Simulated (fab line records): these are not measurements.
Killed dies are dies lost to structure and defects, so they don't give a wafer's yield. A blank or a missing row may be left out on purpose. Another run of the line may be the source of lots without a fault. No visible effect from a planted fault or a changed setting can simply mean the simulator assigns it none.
Which tool was responsible? -- flow n5 finfet -- 10 lots with 30 wafers sampled at 5 steps, on a route of 1938 steps

== WHAT EACH GAUGE READ, for each wafer ==
N5_HKMG_FIN_CD_MEAS_12: target cd 92.8 nm. Usual: cd nm at 93.1 nm, with a standard deviation of 0.74.
lot,measured,on,cd nm (nm),flag
L153,day 4 03:41,cd sem-02,93.1 92.9 93.1,
L155,day 4 16:01,cd sem-03,92.6 92.9 93.4,
L156,day 4 21:15,cd sem-02,92.1 92.5 93.0,
L158,day 5 08:23,cd sem-01,92.8 92.9 92.3,
L161,day 6 05:00,cd sem-03,94.0 92.9 92.4,
L169,day 8 10:36,cd sem-03,93.9 93.4 93.1,
L171,day 8 22:09,cd sem-01,94.0 92.7 94.5,
L173,day 9 06:07,cd sem-01,93.6 92.4 94.3,
L174,day 9 11:59,cd sem-02,92.7 92.9 93.4,
L176,day 10 00:16,cd sem-02,92.9 93.5 93.2,

N5_BEOL_M4_RC_MEAS_101. Usual: DIBL_N 36.2 mV/V, standard deviation 1.6; DIBL_P 36.1 mV/V, standard deviation 2; IOFF_N 0.16 nA/um, standard deviation 0.032; IOFF_P 0.22 nA/um, standard deviation 0.036; ION_N 672 uA/um, standard deviation 11; ION_P 463 uA/um, standard deviation 7.5; SS_N 71.4 mV/dec, standard deviation 0.58; SS_P 73.2 mV/dec, standard deviation 0.67; VT_N 250 mV, standard deviation 3.3; VT_P -250 mV, standard deviation 3.3.
lot,measured,on,DIBL_N (mV/V),DIBL_P (mV/V),IOFF_N (nA/um),IOFF_P (nA/um),ION_N (uA/um),ION_P (uA/um),SS_N (mV/dec),SS_P (mV/dec),VT_N (mV),VT_P (mV),flag
L153,day 8 04:59,prober-02,36.6 37.2 34.5,37.3 38.7 35.6,0.13 0.17 0.12,0.17 0.19 0.15,652 679 660,446 456 444,71.1 72.3 70.7,72.5 74.0 72.3,254 247 255,-257 -251 -256,
L155,day 8 11:39,prober-02,35.8 35.9 38.0,36.9 35.7 39.7,0.15 0.15 0.19,0.22 0.19 0.27,678 664 675,470 457 469,71.6 71.4 72.2,73.6 72.8 74.3,248 249 249,-250 -252 -249,
L156,day 8 13:38,prober-02,36.3 37.3 37.1,35.6 37.0 36.1,0.16 0.18 0.16,0.23 0.25 0.22,683 680 680,474 465 472,71.8 71.7 71.6,73.3 73.5 73.8,247 247 248,-250 -246 -250,
L158,day 9 08:32,prober-01,37.3 36.5 34.3,36.4 34.5 33.2,0.17 0.17 0.13,0.23 0.20 0.18,673 678 668,467 459 457,71.5 71.8 70.1,73.2 72.7 72.1,250 247 249,-247 -249 -250,
L161,day 10 04:14,prober-01,37.7 35.6 35.2,38.2 36.0 35.4,0.22 0.17 0.16,0.30 0.24 0.24,675 685 667,464 471 466,71.6 71.0 70.4,74.1 73.0 73.9,245 245 250,-245 -248 -245,
L169,day 12 12:28,prober-02,34.2 33.3 36.3,33.8 32.6 36.6,0.13 0.13 0.17,0.18 0.17 0.23,647 657 665,455 459 457,70.6 70.6 72.2,72.7 72.4 73.4,253 251 248,-253 -251 -250,
L171,day 12 22:08,prober-02,34.9 32.7 37.0,35.6 32.1 37.2,0.14 0.12 0.19,0.23 0.18 0.27,668 677 681,463 467 472,71.3 70.6 71.7,73.1 72.5 73.3,253 251 245,-246 -248 -244,
L173,day 13 17:14,prober-02,40.5 37.6 38.3,38.1 34.2 34.9,0.21 0.15 0.16,0.27 0.20 0.20,666 660 653,462 462 457,71.8 71.4 71.7,73.7 72.6 72.8,246 250 251,-247 -250 -250,
L174,day 13 06:59,prober-02,33.0 38.4 35.4,30.8 38.8 34.2,0.11 0.20 0.13,0.15 0.27 0.19,649 676 670,449 463 463,71.1 71.9 71.2,72.6 74.0 72.6,257 248 251,-254 -244 -249,
L176,day 15 03:51,prober-02,38.7 36.5 34.7,39.5 37.2 35.7,0.20 0.16 0.13,0.25 0.22 0.20,694 679 661,469 470 465,72.4 72.2 71.4,73.6 73.4 72.2,244 250 252,-246 -247 -252,

== EACH LOT AND THE TOOL THAT RAN IT (in order: tool; ch and the chambers of the sampled wafers; start) ==
lot,N5_HKMG_FIN_PWFM_ALD_03,N5_HKMG_FIN_ETCH_32,N5_HKMG_FIN_ALD_91
L153,"ald metal-04 ch 0,3, day 4 02:58","rie diel-02 ch 0,1,3, day 4 03:53","ald metal-01 ch 1,2, day 4 04:46"
L155,"ald metal-02 ch 0,1, day 4 15:10","rie diel-06 ch 1,2, day 4 16:39","ald metal-04 ch 1,2, day 4 17:32"
L156,"ald metal-04 ch 0,2,3, day 4 20:32","rie diel-01 ch 0,1,2, day 4 21:26","ald metal-01 ch 0,1,2, day 4 22:24"
L158,"ald metal-04 ch 2,3, day 5 07:40","rie diel-01 ch 1,2,3, day 5 08:50","ald metal-01 ch 0,3, day 5 09:44"
L161,"ald metal-02 ch 0,2, day 6 04:10","rie diel-02 ch 0,2,3, day 6 05:31","ald metal-01 ch 1,3, day 6 06:26"
L169,"ald metal-01 ch 1,3, day 8 09:53","rie diel-02 ch 0,2,3, day 8 10:47","ald metal-01 ch 0,3, day 8 11:42"
L171,"ald metal-04 ch 0,1,2, day 8 21:19","rie diel-02 ch 0,1,2, day 8 22:20","ald metal-02 ch 0,2,3, day 8 23:18"
L173,"ald metal-01 ch 0,1,2, day 9 05:17","rie diel-01 ch 1,3, day 9 06:18","ald metal-04 ch 0,2, day 9 07:11"
L174,"ald metal-04 ch 0,1,3, day 9 11:09","rie diel-06 ch 0,1,2, day 9 12:10","ald metal-02 ch 0,2,3, day 9 13:04"
L176,"ald metal-01 ch 1,2,3, day 9 23:26","rie diel-06 ch 1,3, day 10 00:37","ald metal-02 ch 1,2, day 10 01:30"
- N5_HKMG_FIN_PWFM_ALD_03: deposits TiN, target thk 2 nm, pulse time 1 s, purge time 3 s.
- N5_HKMG_FIN_ETCH_32: etches SOC in N2/H2, target depth 240 nm, time 300 s.
- N5_HKMG_FIN_ALD_91: deposits TiN, target thk 1 nm, pulse time 1 s, purge time 3 s.

== AS READ BY THE TOOLS THEMSELVES (means over the sampled wafers that have a number; for cases with no such wafer, the mark the record gives instead) ==
N5_HKMG_FIN_PWFM_ALD_03. Usual: heater power w 846 W, standard deviation 97; precursor pulse height rel 0.999, standard deviation 0.022.
lot,tool,heater power w (W),precursor pulse height rel,flag
L153,ald metal-04,848,1.027,
L155,ald metal-02,983,1.007,
L156,ald metal-04,810,0.996,
L158,ald metal-04,794,1.003,
L161,ald metal-02,908,1.015,
L169,ald metal-01,814,0.998,
L171,ald metal-04,809,1.013,
L173,ald metal-01,812,1.009,
L174,ald metal-04,843,1.007,
L176,ald metal-01,817,1.007,

N5_HKMG_FIN_ETCH_32. Usual: drypump motor current A 5.6 A, standard deviation 0.53; h2 flow sccm 200.0 sccm, standard deviation 0.61; oes product au 0.80 a.u., standard deviation 0.11; rf vpp V 523.3 V, standard deviation 2.6; showerhead plenum p Torr 2.52 Torr, standard deviation 0.088; throttle valve pct 17.81 %, standard deviation 0.23.
lot,tool,drypump motor current A (A),h2 flow sccm (sccm),oes product au (a.u.),rf vpp V (V),showerhead plenum p Torr (Torr),throttle valve pct (%),flag
L153,rie diel-02,5.9,199.7,0.71,521.1,2.43,17.86,
L155,rie diel-06,5.3,200.5,0.89,524.8,2.59,17.82,
L156,rie diel-01,6.0,200.0,0.74,524.2,2.53,17.93,
L158,rie diel-01,6.0,200.1,0.70,523.0,2.51,18.07,
L161,rie diel-02,5.9,200.2,0.70,521.4,2.43,17.98,
L169,rie diel-02,5.8,219.5,0.81,523.4,2.59,18.51,OFF
L171,rie diel-02,5.5,219.8,0.79,522.8,2.57,18.50,OFF
L173,rie diel-01,6.5,200.6,0.93,521.8,2.49,17.80,
L174,rie diel-06,5.3,200.3,0.86,525.3,2.62,17.81,
L176,rie diel-06,5.2,200.6,0.87,523.2,2.51,17.51,

N5_HKMG_FIN_ALD_91. Usual: heater power w 894 W, standard deviation 120; precursor pulse height rel 1.001, standard deviation 0.021.
lot,tool,heater power w (W),precursor pulse height rel,flag
L153,ald metal-01,753,1.014,
L155,ald metal-04,801,1.022,
L156,ald metal-01,788,1.002,
L158,ald metal-01,946,0.989,
L161,ald metal-01,809,0.994,
L169,ald metal-01,932,1.024,
L171,ald metal-02,969,1.000,
L173,ald metal-04,784,0.993,
L174,ald metal-02,957,1.016,
L176,ald metal-02,1040,0.989,

== THE ANSWER, worked out from the rows above alone ==
Rule: lot off if the mean of its wafers having a number is beyond 3 standard deviations from the usual mean. Also off: a lot with no number at a reading for which 4 or more lots have one. Any other lot the step has rows for is counted as sound. After the gauges, taken in route order, come the tools' own readings; for these a lot's mean is taken, as printed above. The first step at which some lot is off is used, and at that step the reading that is off furthest; a lot without a number counts as furthest.
Off at N5_HKMG_FIN_ETCH_32 (h2 flow sccm): L169, L171.
A tool fits if, at that step or a process step before it, it ran every lot that is off, and no sound lot after the first of them. One candidate fits, namely rie diel-02 at N5_HKMG_FIN_ETCH_32. A fault onset in the window from L161 (day 6 05:31, its last sound lot) to L169 (day 8 10:47, its first lot off) fits.
The tool's own readings at N5_HKMG_FIN_ETCH_32 bear it out: on the lots that are off they differ by more than 5 times the standard deviation of the sound lots' means. h2 flow sccm reads 219.7 sccm there against 200.2 sccm on the sound lots.

== WHAT WAS PUT IN BY THE SIMULATOR ==
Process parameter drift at N5_HKMG_FIN_ETCH_32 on rie diel-02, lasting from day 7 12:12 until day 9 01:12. Setting h2 flow sccm shifted by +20 from 200. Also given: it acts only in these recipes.
Struck lots among those shown: L169, L171. The rule above found the same.
